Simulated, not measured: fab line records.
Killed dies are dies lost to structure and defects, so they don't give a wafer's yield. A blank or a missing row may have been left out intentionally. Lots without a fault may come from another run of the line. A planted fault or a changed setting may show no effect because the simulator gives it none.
fab line records ; flow nandHarc ; part 1 of 2: steps 1 to 26 of 33
[record] lots = 5; wafers = 15; lastDay = 25
route steps=1159 shown A_STAIRCASE@702
lots with no fault: from the same line, run without faults
startH: hours from the record's first day to the start of the lot's first wafer shown ; waitH: hours from the lot's prior step to this one ; " the same as in the row above ; L1.1+2: a single row standing in for several wafers ; - no value present, or no start provided ; * or withheld: withheld ; < > ~ a bound
route shown NAME@n: NAME is a module with steps in the file, n the number in the route of the first one ; usual: mean/standard deviation taken from wafers without a fault ; same: alike in all rows ; chamber/n: place in a boat ; sites: the reading at each site ; _std_site: their standard deviation ; _edge_site: inner sites' mean taken away from outer sites' mean ; radiusMm: how far each site lies from the wafer's centre ; mask NAME#n: copy n ; behind: the most recent tool/chamber to have shaped the wafer ; hold: why the lot went on hold/how many hours it stayed there/how the hold came to an end ; device: the n, p or np transistor that did not switch ; end of line: the same wafers' tests at the end of the route ; a step given without rows: its recipe and nothing more ; killed: not the wafer's yield, but the dies lost to structure and defects at the first sort ; map: dies across one wafer; x = killed, . = not, _ = none there
set.NAME: the setting the step ran with; set.NAME@STEP: the setting that earlier step ran with ; model.NAME: the simulator's own value behind a step, which no gauge read
lots at some steps of the route; a table a step, a row a wafer
services: a tool's chamber out of use, with start hour (startH, from the record's first day; less than 0 if before it), hours out, and reason
[[steps]]
[step NHARC_A_STAIRCASE_WET_418]
[recipe] tempC = 160; targetDepthA = 200; chemistry = H3PO4
lot.wafer;tool;chamber;startH;waitH
L078.2+5+6;wetH3po4-02;0;291.54;-
L080.1+3+4;wetH3po4-01;0;295.10;-
L087.1+3+6;wetH3po4-02;0;343.10;-
L094.2+4+5;wetH3po4-02;0;383.51;-
L096.1+3+6;wetH3po4-01;0;411.74;-
[step NHARC_A_STAIRCASE_PRECLEAN_419]
[recipe] timeS = *; tempC = 50; bathAgeMin = 0; chemistry = SC1
lot.wafer;tool;chamber;startH;waitH
L078.2+5+6;wetBench-07;0,2,5;292.11;0.0
L080.3+4+1;wetBench-01;0,1,3;295.68;0.0
L087.1+6+3;wetBench-05;0,2,3;343.68;0.0
L094.4+2+5;wetBench-01;1,3,5;384.10;0.0
L096.1+6+3;wetBench-07;4,5,7;412.33;0.0
[step NHARC_A_STAIRCASE_SRD_421]
lot.wafer;tool;chamber;startH;waitH
L078.2+5+6;wetBench-07;0,2,5;-;-
L080.3+4+1;wetBench-01;0,1,3;-;-
L087.1+6+3;wetBench-05;0,2,3;-;-
L094.4+2+5;wetBench-01;1,3,5;-;-
L096.1+6+3;wetBench-07;4,5,7;-;-
[step NHARC_A_STAIRCASE_ALD_420]
[recipe] targetThkA = 200; pulseTimeS = 6; aldCycles = 200; tempC = 300; material = SiO2
[usual] heaterPowerW = 474/64; precursorPulseHeightRel = 1.000/0.02; susceptorTempC = 299.98/0.17
[same] pulseTimeS = 6
lot.wafer;tool;chamber;startH;waitH;heaterPowerW;precursorPulseHeightRel;susceptorTempC
L078.2;aldHk-01;2;292.73;-;400;1.037;-
L078.6;aldHk-01;3;292.73;-;476;1.000;-
L078.5;aldHk-01;0;292.73;-;352;0.991;-
L080.1;aldHk-01;3;295.98;-;474;0.982;300.28
L080.3;aldHk-01;0;295.98;-;354;1.001;300.11
L080.4;aldHk-01;1;295.98;-;543;1.012;300.06
L087.1;aldHk-01;3;343.98;-;471;1.044;300.18
L087.3;aldHk-01;1;343.98;-;551;0.975;299.79
L087.6;aldHk-01;2;343.98;-;395;0.997;300.17
L094.2;aldHk-03;3;385.91;-;503;0.982;299.89
L094.4;aldHk-03;1;385.91;-;525;0.970;300.00
L094.5;aldHk-03;0;385.91;-;495;1.009;300.30
L096.1;aldHk-02;1;412.62;-;512;1.008;299.79
L096.3;aldHk-02;3;412.62;-;550;1.004;300.06
L096.6;aldHk-02;1;412.62;-;523;0.962;300.02
[step NHARC_A_STAIRCASE_CVD_552]
[recipe] targetThkA = 400; tempC = 700; pressureMtorr = 300; material = SiNx
[usual] spikeTcUpperC = 700.6/1; susceptorTempC = 700.0/0.32
lot.wafer;tool;chamber;startH;waitH;spikeTcUpperC;susceptorTempC
L078.2;lpcvd-01;1;-;-;702.5;700.2
L078.5;lpcvd-01;1;-;-;700.1;700.1
L078.6;lpcvd-01;1;-;-;701.6;700.1
L080.1;lpcvd-01;0;-;-;698.5;699.0
L080.3;lpcvd-01;0;-;-;699.2;699.4
L080.4;lpcvd-01;0;-;-;699.9;699.8
L087.1;lpcvd-01;1;-;-;702.0;700.0
L087.3;lpcvd-01;1;-;-;701.5;700.4
L087.6;lpcvd-01;1;-;-;701.6;700.3
L094.2;lpcvd-02;0;-;-;700.8;699.7
L094.4;lpcvd-02;0;-;-;701.8;700.0
L094.5;lpcvd-02;0;-;-;699.0;700.5
L096.1;lpcvd-02;0;-;-;700.4;699.9
L096.3;lpcvd-02;0;-;-;700.1;700.1
L096.6;lpcvd-02;0;-;-;700.7;700.3
[step NHARC_A_STAIRCASE_DEP_151]
[recipe] targetThkA = 38000; tempC = 400; targetThkNm = 3800; teosFlowSccm = 200; rfW = 500; material = SiO2
[usual] heaterPowerW = 677/110; susceptorTempC = 399.99/0.25
lot.wafer;tool;chamber;startH;waitH;heaterPowerW;susceptorTempC
L078.2;pecvd-04;2;300.78;0.7;665;399.56
L078.6;pecvd-04;2;300.78;0.7;555;399.90
L078.5;pecvd-04;0;300.78;0.7;642;399.72
L080.1;pecvd-02;2;304.08;0.4;878;400.22
L080.3;pecvd-02;1;304.08;0.4;588;400.26
L080.4;pecvd-02;1;304.08;0.4;520;399.82
L087.3;pecvd-03;1;352.09;0.4;794;400.21
L087.1;pecvd-03;2;352.09;0.4;744;400.14
L087.6;pecvd-03;0;352.09;0.4;576;400.19
L094.2;pecvd-04;1;394.25;0.5;562;399.92
L094.4;pecvd-04;0;394.25;0.5;628;400.19
L094.5;pecvd-04;2;394.25;0.5;569;400.34
L096.1;pecvd-02;1;420.69;0.4;599;400.28
L096.3;pecvd-02;0;420.69;0.4;945;399.65
L096.6;pecvd-02;1;420.69;0.4;517;400.30
[step NHARC_A_STAIRCASE_ANNEAL_320]
[recipe] tempC = 750; timeS = 1800
[usual] spikeTcUpperC = 750.5/1.2
lot.wafer;tool;chamber;startH;waitH;spikeTcUpperC
L078.2;furnace-08;0;304.37;-;749.1
L078.5;furnace-08;0;304.37;-;751.2
L078.6;furnace-08;0;304.37;-;750.0
L080.1;furnace-08;0;310.87;-;751.3
L080.3;furnace-08;0;310.87;-;750.9
L080.4;furnace-08;0;310.87;-;750.2
L087.1;furnace-03;0;353.48;-;752.6
L087.3;furnace-03;0;353.48;-;750.5
L087.6;furnace-03;0;353.48;-;750.8
L094.2;furnace-08;0;397.84;-;749.7
L094.4;furnace-08;0;397.84;-;749.8
L094.5;furnace-08;0;397.84;-;749.1
L096.1;furnace-03;0;433.71;-;751.7
L096.3;furnace-03;0;433.71;-;751.7
L096.6;furnace-03;0;433.71;-;751.0
[step NHARC_A_STAIRCASE_DEP_322]
[recipe] targetThkA = 38000; tempC = 400; targetThkNm = 3800; teosFlowSccm = 200; rfW = 500; material = SiO2
[usual] heaterPowerW = 667/92; susceptorTempC = 400.01/0.21
lot.wafer;tool;chamber;startH;waitH;heaterPowerW;susceptorTempC
L078.2;pecvd-04;2;307.73;0.1;695;400.08
L078.6;pecvd-04;2;307.73;0.1;557;399.79
L078.5;pecvd-04;0;307.73;0.1;636;399.95
L080.3;pecvd-03;1;314.30;0.1;800;400.03
L080.1;pecvd-03;2;314.30;0.1;724;400.02
L080.4;pecvd-03;0;314.30;0.1;576;400.47
L087.3;pecvd-03;2;357.03;0.2;735;400.38
L087.1;pecvd-03;0;357.03;0.2;737;399.82
L087.6;pecvd-03;2;357.03;0.2;612;400.17
L094.2;pecvd-03;0;401.40;0.2;710;399.88
L094.4;pecvd-03;0;401.40;0.2;589;400.21
L094.5;pecvd-03;1;401.40;0.2;653;400.13
L096.1;pecvd-03;1;437.18;0.1;786;400.12
L096.3;pecvd-03;0;437.18;0.1;678;399.71
L096.6;pecvd-03;2;437.18;0.1;618;400.06
[step NHARC_A_STAIRCASE_ANNEAL_323]
[recipe] tempC = 750; timeS = 1800
[usual] spikeTcUpperC = 750.5/1.3
lot.wafer;tool;chamber;startH;waitH;spikeTcUpperC
L078.2;furnace-08;0;313.87;-;749.7
L078.5;furnace-08;0;313.87;-;749.5
L078.6;furnace-08;0;313.87;-;749.7
L080.1;furnace-08;0;320.44;-;749.5
L080.3;furnace-08;0;320.44;-;749.5
L080.4;furnace-08;0;320.44;-;749.5
L087.1;furnace-05;0;364.45;-;751.1
L087.3;furnace-05;0;364.45;-;751.0
L087.6;furnace-05;0;364.45;-;749.9
L094.2;furnace-08;0;407.49;-;748.8
L094.4;furnace-08;0;407.49;-;750.3
L094.5;furnace-08;0;407.49;-;751.0
L096.1;furnace-08;0;440.86;-;750.1
L096.3;furnace-08;0;440.86;-;750.3
L096.6;furnace-08;0;440.86;-;748.3
[step NHARC_A_STAIRCASE_DEP_325]
[recipe] targetThkA = 38000; tempC = 400; targetThkNm = 3800; teosFlowSccm = 200; rfW = 500; material = SiO2
[usual] heaterPowerW = 673/110; susceptorTempC = 399.98/0.22
lot.wafer;tool;chamber;startH;waitH;heaterPowerW;susceptorTempC
L078.2;pecvd-03;1;317.38;0.2;803;400.18
L078.6;pecvd-03;0;317.38;0.2;574;400.08
L078.5;pecvd-03;1;317.38;0.2;655;400.20
L080.1;pecvd-02;0;323.83;0.1;868;399.57
L080.3;pecvd-02;1;323.83;0.1;647;399.99
L080.4;pecvd-02;0;323.83;0.1;736;399.55
L087.3;pecvd-03;1;367.93;0.2;841;399.93
L087.1;pecvd-03;2;367.93;0.2;669;400.07
L087.6;pecvd-03;1;367.93;0.2;675;399.99
L094.2;pecvd-04;0;410.89;0.1;728;399.77
L094.5;pecvd-04;1;410.89;0.1;510;399.74
L094.4;pecvd-04;2;410.89;0.1;572;400.13
L096.3;pecvd-03;2;444.22;0.1;750;399.77
L096.1;pecvd-03;0;444.22;0.1;720;399.86
L096.6;pecvd-03;1;444.22;0.1;656;400.04
[step NHARC_A_STAIRCASE_ANNEAL_326]
[recipe] tempC = 750; timeS = 1800
[usual] spikeTcUpperC = 750.4/1.2
lot.wafer;tool;chamber;startH;waitH;spikeTcUpperC
L078.2;furnace-05;0;322.56;-;753.1
L078.5;furnace-05;0;322.56;-;749.5
L078.6;furnace-05;0;322.56;-;752.5
L080.1;furnace-08;0;330.67;-;750.1
L080.3;furnace-08;0;330.67;-;749.8
L080.4;furnace-08;0;330.67;-;748.9
L087.1;furnace-08;0;372.13;-;750.5
L087.3;furnace-08;0;372.13;-;749.9
L087.6;furnace-08;0;372.13;-;748.8
L094.2;furnace-03;0;418.14;-;751.1
L094.4;furnace-03;0;418.14;-;751.9
L094.5;furnace-03;0;418.14;-;751.8
L096.1;furnace-08;0;446.76;-;750.0
L096.3;furnace-08;0;446.76;-;749.6
L096.6;furnace-08;0;446.76;-;750.2
[step NHARC_A_STAIRCASE_DEHYDRATE_433]
[recipe] tempC = 150; timeS = 120
[usual] chillPlateTempC = 22.99/0.11; plateTempC = 149.98/0.13
lot.wafer;tool;chamber;startH;waitH;chillPlateTempC;plateTempC
L078.2;lithoTrack-02;0;325.95;0.1;23.14;149.93
L078.5;lithoTrack-02;0;325.95;0.1;23.10;149.92
L078.6;lithoTrack-02;0;325.95;0.1;22.89;150.08
L080.1;lithoTrack-02;0;334.05;0.1;23.23;149.95
L080.3;lithoTrack-02;0;334.05;0.1;23.12;150.03
L080.4;lithoTrack-02;0;334.05;0.1;23.19;150.08
L087.1;lithoTrack-02;0;375.49;0.1;23.00;150.23
L087.3;lithoTrack-02;0;375.49;0.1;23.16;149.97
L087.6;lithoTrack-02;0;375.49;0.1;23.16;150.06
L094.2;lithoTrack-02;0;421.54;0.1;22.91;150.03
L094.4;lithoTrack-02;0;421.54;0.1;22.98;150.02
L094.5;lithoTrack-02;0;421.54;0.1;23.08;150.02
L096.1;lithoTrack-07;0;450.18;0.1;22.78;149.93
L096.3;lithoTrack-07;0;450.18;0.1;22.93;149.82
L096.6;lithoTrack-07;0;450.18;0.1;22.89;149.99
[step NHARC_A_STAIRCASE_HMDS_434]
[recipe] timeS = 30
[usual] chillPlateTempC = 23.01/0.11
lot.wafer;tool;chamber;startH;waitH;chillPlateTempC
L078.2;lithoTrack-02;0;-;-;22.98
L078.5;lithoTrack-02;0;-;-;22.97
L078.6;lithoTrack-02;0;-;-;22.99
L080.1;lithoTrack-02;0;-;-;23.03
L080.3;lithoTrack-02;0;-;-;23.08
L080.4;lithoTrack-02;0;-;-;22.94
L087.1;lithoTrack-02;0;-;-;23.07
L087.3;lithoTrack-02;0;-;-;23.12
L087.6;lithoTrack-02;0;-;-;23.05
L094.2;lithoTrack-02;0;-;-;23.05
L094.4;lithoTrack-02;0;-;-;23.12
L094.5;lithoTrack-02;0;-;-;23.13
L096.1;lithoTrack-07;0;-;-;23.08
L096.3;lithoTrack-07;0;-;-;22.93
L096.6;lithoTrack-07;0;-;-;23.13
[step NHARC_A_STAIRCASE_COAT_435]
[recipe] spinRpm = 1200
[usual] chillPlateTempC = 23.01/0.11
lot.wafer;tool;chamber;startH;waitH;chillPlateTempC
L078.2;lithoTrack-02;0;-;-;22.85
L078.5;lithoTrack-02;0;-;-;22.85
L078.6;lithoTrack-02;0;-;-;22.94
L080.1;lithoTrack-02;0;-;-;22.87
L080.3;lithoTrack-02;0;-;-;22.90
L080.4;lithoTrack-02;0;-;-;22.74
L087.1;lithoTrack-02;0;-;-;23.05
L087.3;lithoTrack-02;0;-;-;22.99
L087.6;lithoTrack-02;0;-;-;23.03
L094.2;lithoTrack-02;0;-;-;22.84
L094.4;lithoTrack-02;0;-;-;23.07
L094.5;lithoTrack-02;0;-;-;23.00
L096.1;lithoTrack-07;0;-;-;23.12
L096.3;lithoTrack-07;0;-;-;23.13
L096.6;lithoTrack-07;0;-;-;22.89
[step NHARC_A_STAIRCASE_SOFTBAKE_436]
[recipe] tempC = 135; timeS = 170
[usual] chillPlateTempC = 23.00/0.1; plateTempC = 135.00/0.15
lot.wafer;tool;chamber;startH;waitH;chillPlateTempC;plateTempC
L078.2;lithoTrack-02;0;-;-;22.92;135.03
L078.5;lithoTrack-02;0;-;-;23.16;135.07
L078.6;lithoTrack-02;0;-;-;23.04;135.17
L080.1;lithoTrack-02;0;-;-;22.94;135.11
L080.3;lithoTrack-02;0;-;-;22.95;134.76
L080.4;lithoTrack-02;0;-;-;22.92;135.19
L087.1;lithoTrack-02;0;-;-;23.13;135.09
L087.3;lithoTrack-02;0;-;-;22.74;134.96
L087.6;lithoTrack-02;0;-;-;22.94;135.05
L094.2;lithoTrack-02;0;-;-;23.25;135.09
L094.4;lithoTrack-02;0;-;-;23.15;135.02
L094.5;lithoTrack-02;0;-;-;23.21;135.37
L096.1;lithoTrack-07;0;-;-;22.84;135.01
L096.3;lithoTrack-07;0;-;-;22.77;135.09
L096.6;lithoTrack-07;0;-;-;22.83;135.24
[step NHARC_A_STAIRCASE_EBR_437]
[usual] chillPlateTempC = 23.02/0.1
lot.wafer;tool;chamber;startH;waitH;chillPlateTempC
L078.2;lithoTrack-02;0;-;-;22.89
L078.5;lithoTrack-02;0;-;-;22.90
L078.6;lithoTrack-02;0;-;-;22.83
L080.1;lithoTrack-02;0;-;-;23.15
L080.3;lithoTrack-02;0;-;-;23.11
L080.4;lithoTrack-02;0;-;-;23.06
L087.1;lithoTrack-02;0;-;-;23.03
L087.3;lithoTrack-02;0;-;-;23.09
L087.6;lithoTrack-02;0;-;-;22.96
L094.2;lithoTrack-02;0;-;-;22.98
L094.4;lithoTrack-02;0;-;-;22.91
L094.5;lithoTrack-02;0;-;-;23.05
L096.1;lithoTrack-07;0;-;-;23.14
L096.3;lithoTrack-07;0;-;-;22.97
L096.6;lithoTrack-07;0;-;-;22.97
[step NHARC_A_STAIRCASE_EXPOSE_438]
[recipe] na = 0.5; doseMj = 28.97; maskId = STAIR_REV
[usual] reticleTempC = 22.98/0.12
lot.wafer;tool;chamber;startH;waitH;mask;reticleTempC
L078.2;krfScanner-02;0;326.17;-;STAIR_REV#0;23.16
L078.5;krfScanner-02;0;326.17;-;STAIR_REV#0;23.11
L078.6;krfScanner-02;0;326.17;-;STAIR_REV#0;23.18
L080.1;krfScanner-04;0;334.38;-;STAIR_REV#0;22.94
L080.3;krfScanner-04;0;334.38;-;STAIR_REV#0;22.76
L080.4;krfScanner-04;0;334.38;-;STAIR_REV#0;22.79
L087.1;krfScanner-02;0;375.70;-;STAIR_REV#0;22.96
L087.3;krfScanner-02;0;375.70;-;STAIR_REV#0;22.96
L087.6;krfScanner-02;0;375.70;-;STAIR_REV#0;22.94
L094.2;krfScanner-04;0;421.75;-;STAIR_REV#0;22.62
L094.4;krfScanner-04;0;421.75;-;STAIR_REV#0;22.91
L094.5;krfScanner-04;0;421.75;-;STAIR_REV#0;22.81
L096.1;krfScanner-01;0;450.70;-;STAIR_REV#0;22.93
L096.3;krfScanner-01;0;450.70;-;STAIR_REV#0;22.99
L096.6;krfScanner-01;0;450.70;-;STAIR_REV#0;23.05
[step NHARC_A_STAIRCASE_PEB_439]
[recipe] pebTempC = 115; pebTimeS = 130
[usual] chillPlateTempC = 23.00/0.12; plateTempC = 115.03/0.14
lot.wafer;tool;chamber;startH;waitH;chillPlateTempC;plateTempC
L078.2;lithoTrack-02;0;326.23;0.1;22.94;115.04
L078.5;lithoTrack-02;0;326.23;0.1;22.98;115.32
L078.6;lithoTrack-02;0;326.23;0.1;22.85;115.02
L080.1;lithoTrack-07;0;334.45;0.1;22.95;115.13
L080.3;lithoTrack-07;0;334.45;0.1;23.03;115.06
L080.4;lithoTrack-07;0;334.45;0.1;23.04;115.05
L087.1;lithoTrack-02;0;375.76;0.1;23.20;115.25
L087.3;lithoTrack-02;0;375.76;0.1;23.09;115.07
L087.6;lithoTrack-02;0;375.76;0.1;23.01;115.26
L094.2;lithoTrack-03;0;421.81;0.1;22.96;114.97
L094.4;lithoTrack-03;0;421.81;0.1;22.86;115.34
L094.5;lithoTrack-03;0;421.81;0.1;22.80;115.12
L096.1;lithoTrack-02;0;450.77;0.1;23.14;114.94
L096.3;lithoTrack-02;0;450.77;0.1;23.10;115.12
L096.6;lithoTrack-02;0;450.77;0.1;23.00;115.34
[step NHARC_A_STAIRCASE_DEVELOP_440]
[recipe] timeS = 140
[usual] chillPlateTempC = 23.01/0.097
lot.wafer;tool;chamber;startH;waitH;chillPlateTempC
L078.2;lithoTrack-02;0;-;-;22.97
L078.5;lithoTrack-02;0;-;-;22.89
L078.6;lithoTrack-02;0;-;-;22.96
L080.1;lithoTrack-07;0;-;-;22.93
L080.3;lithoTrack-07;0;-;-;22.92
L080.4;lithoTrack-07;0;-;-;22.66
L087.1;lithoTrack-02;0;-;-;23.07
L087.3;lithoTrack-02;0;-;-;23.04
L087.6;lithoTrack-02;0;-;-;22.91
L094.2;lithoTrack-03;0;-;-;22.83
L094.4;lithoTrack-03;0;-;-;22.90
L094.5;lithoTrack-03;0;-;-;23.11
L096.1;lithoTrack-02;0;-;-;23.03
L096.3;lithoTrack-02;0;-;-;23.06
L096.6;lithoTrack-02;0;-;-;23.17
[step NHARC_A_STAIRCASE_HARDBAKE_442]
[recipe] tempC = 120; timeS = 140
[usual] chillPlateTempC = 22.99/0.099
lot.wafer;tool;chamber;startH;waitH;chillPlateTempC
L078.2;lithoTrack-07;0;326.45;-;23.01
L078.5;lithoTrack-07;0;326.45;-;23.06
L078.6;lithoTrack-07;0;326.45;-;22.94
L080.1;lithoTrack-02;0;334.68;-;23.06
L080.3;lithoTrack-02;0;334.68;-;23.10
L080.4;lithoTrack-02;0;334.68;-;22.97
L087.1;lithoTrack-07;0;375.99;-;22.78
L087.3;lithoTrack-07;0;375.99;-;22.82
L087.6;lithoTrack-07;0;375.99;-;22.81
L094.2;lithoTrack-02;0;422.05;-;22.98
L094.4;lithoTrack-02;0;422.05;-;22.99
L094.5;lithoTrack-02;0;422.05;-;22.81
L096.1;lithoTrack-03;0;450.99;-;22.95
L096.3;lithoTrack-03;0;450.99;-;22.99
L096.6;lithoTrack-03;0;450.99;-;22.95
[step NHARC_A_STAIRCASE_DESCUM_443]
[recipe] timeS = 3; o2FlowSccm = 200; arFlowSccm = 0; biasPowerW = 0; chemistry = O2
[usual] drypumpMotorCurrentA = 5.70/0.2; mfcArSccm = 0.007/0.009; oesProductAu = 0.998/0.01; rfVppV = 57.8/0.92; showerheadPlenumPTorr = 1.90/0.1; throttleValvePct = 11.310/0.0097
lot.wafer;tool;chamber;startH;waitH;drypumpMotorCurrentA;mfcArSccm;oesProductAu;rfHoursCounterH;rfVppV;showerheadPlenumPTorr;throttleValvePct
L078.2;rieDiel-06;2;326.56;-;5.71;0;0.995;29;56.8;1.80;11.314
L078.5;rieDiel-06;3;326.56;-;5.74;0.019;1.006;-;57.8;1.98;11.299
L078.6;rieDiel-06;0;326.56;-;5.60;0.028;1.009;-;57.2;1.78;11.303
L080.3;rieDiel-05;1;334.78;-;5.76;0;0.981;66;57.5;1.81;11.314
L080.4;rieDiel-05;2;334.78;-;5.35;0;0.987;61;59.7;1.89;11.323
L080.1;rieDiel-05;3;334.78;-;5.78;0.010;1.001;64;57.7;2.05;11.309
L087.3;rieDiel-06;1;376.09;-;6.21;0;1.009;47;55.9;1.79;11.316
L087.1;rieDiel-06;3;376.09;-;5.73;0.019;1.005;47;58.8;1.97;11.312
L087.6;rieDiel-06;1;376.09;-;6.21;0;1.009;-;57.9;1.79;11.326
L094.4;rieDiel-05;1;422.14;-;5.73;0;0.987;27;59.0;1.80;11.313
L094.2;rieDiel-05;3;422.14;-;5.80;0.010;0.996;25;58.2;2.05;11.313
L094.5;rieDiel-05;1;422.14;-;5.74;0;0.996;-;57.9;1.80;11.314
L096.3;rieDiel-05;0;451.14;-;5.68;0.015;1.001;37;58.2;1.78;11.310
L096.1;rieDiel-05;1;451.14;-;5.75;0;0.998;38;59.7;1.80;11.317
L096.6;rieDiel-05;2;451.14;-;5.33;0;0.974;-;57.3;1.88;11.317
[step NHARC_A_STAIRCASE_ETCH_444]
[recipe] targetDepthA = 1.02e+05; timeS = 3400; c4f8FlowSccm = 20; o2FlowSccm = 10; arFlowSccm = withheld; rfW = 600; biasW = 1000; chemistry = C4F8/O2
[usual] oesProductAu = 0.932/0.019; rfVppV = 806/5.7
lot.wafer;tool;chamber;startH;waitH;oesProductAu;rfHoursCounterH;rfVppV
L078.2;rieDiel-06;1;327.33;0.8;0.919;30;801
L078.6;rieDiel-06;2;327.33;0.8;0.907;-;799
L078.5;rieDiel-06;3;327.33;0.8;0.921;-;810
L080.3;rieDiel-05;1;334.98;0.2;0.908;66;801
L080.4;rieDiel-05;3;334.98;0.2;0.925;64;816
L080.1;rieDiel-05;0;334.98;0.2;0.922;64;799
L087.3;rieDiel-06;3;376.70;0.6;0.925;48;810
L087.1;rieDiel-06;0;376.70;0.6;0.925;46;798
L087.6;rieDiel-06;1;376.70;0.6;0.921;-;799
L094.2;rieDiel-05;2;422.45;0.3;0.912;26;804
L094.4;rieDiel-05;3;422.45;0.3;0.921;25;813
L094.5;rieDiel-05;2;422.45;0.3;0.904;-;805
L096.1;rieDiel-05;0;451.28;0.1;0.922;38;799
L096.3;rieDiel-05;3;451.28;0.1;0.932;36;814
L096.6;rieDiel-05;1;451.28;0.1;0.928;-;800
[step NHARC_A_STAIRCASE_STRIP_446]
[recipe] powerW = 1500; tempC = 250; chemistry = O2
[usual] drypumpMotorCurrentA = 5.77/0.052; heaterPowerW = 332/29
lot.wafer;tool;chamber;startH;waitH;drypumpMotorCurrentA;heaterPowerW;rfHoursCounterH
L078.2;plasmaAsher-02;1;328.88;0.0;5.74;351;44
L078.5;plasmaAsher-02;1;328.88;0.0;5.73;355;-
L078.6;plasmaAsher-02;0;328.88;0.0;5.85;286;-
L080.1;plasmaAsher-02;1;337.48;0.3;5.74;346;47
L080.3;plasmaAsher-02;1;337.48;0.3;5.73;355;-
L080.4;plasmaAsher-02;0;337.48;0.3;5.83;296;-
L087.1;plasmaAsher-02;0;378.58;0.1;5.81;306;2
L087.3;plasmaAsher-02;1;378.58;0.1;5.72;361;-
L087.6;plasmaAsher-02;0;378.58;0.1;5.81;300;-
L094.2;plasmaAsher-01;0;424.51;0.1;5.72;369;47
L094.4;plasmaAsher-01;1;424.51;0.1;5.75;318;-
L094.5;plasmaAsher-01;0;424.51;0.1;5.76;364;-
L096.1;plasmaAsher-02;1;453.87;0.4;5.72;352;31
L096.3;plasmaAsher-02;1;453.87;0.4;5.72;343;-
L096.6;plasmaAsher-02;1;453.87;0.4;5.73;352;-
[step NHARC_A_STAIRCASE_STRIP_447]
[recipe] timeS = 900; tempC = 130; chemistry = SPM
lot.wafer;tool;chamber;startH;waitH
L078.6+5+2;wetBench-01;5,6,7;329.25;0.1
L080.1+4+3;wetBench-05;2,3,4;337.85;0.3
L087.3+6+1;wetBench-01;4,7,0;378.90;0.2
L094.5+2+4;wetBench-01;3,4,6;424.81;0.1
L096.3+6+1;wetBench-01;0,1,4;454.18;0.2
[step NHARC_A_STAIRCASE_PRECLEAN_448]
[recipe] timeS = *; tempC = 50; bathAgeMin = 0; chemistry = SC1
lot.wafer;tool;chamber;startH;waitH
L078.6+5+2;wetBench-01;5,6,7;-;-
L080.1+4+3;wetBench-05;2,3,4;-;-
L087.3+6+1;wetBench-01;4,7,0;-;-
L094.5+2+4;wetBench-01;3,4,6;-;-
L096.3+6+1;wetBench-01;0,1,4;-;-
[step NHARC_A_STAIRCASE_SRD_449]
lot.wafer;tool;chamber;startH;waitH
L078.6+5+2;wetBench-01;5,6,7;-;-
L080.1+4+3;wetBench-05;2,3,4;-;-
L087.3+6+1;wetBench-01;4,7,0;-;-
L094.5+2+4;wetBench-01;3,4,6;-;-
L096.3+6+1;wetBench-01;0,1,4;-;-
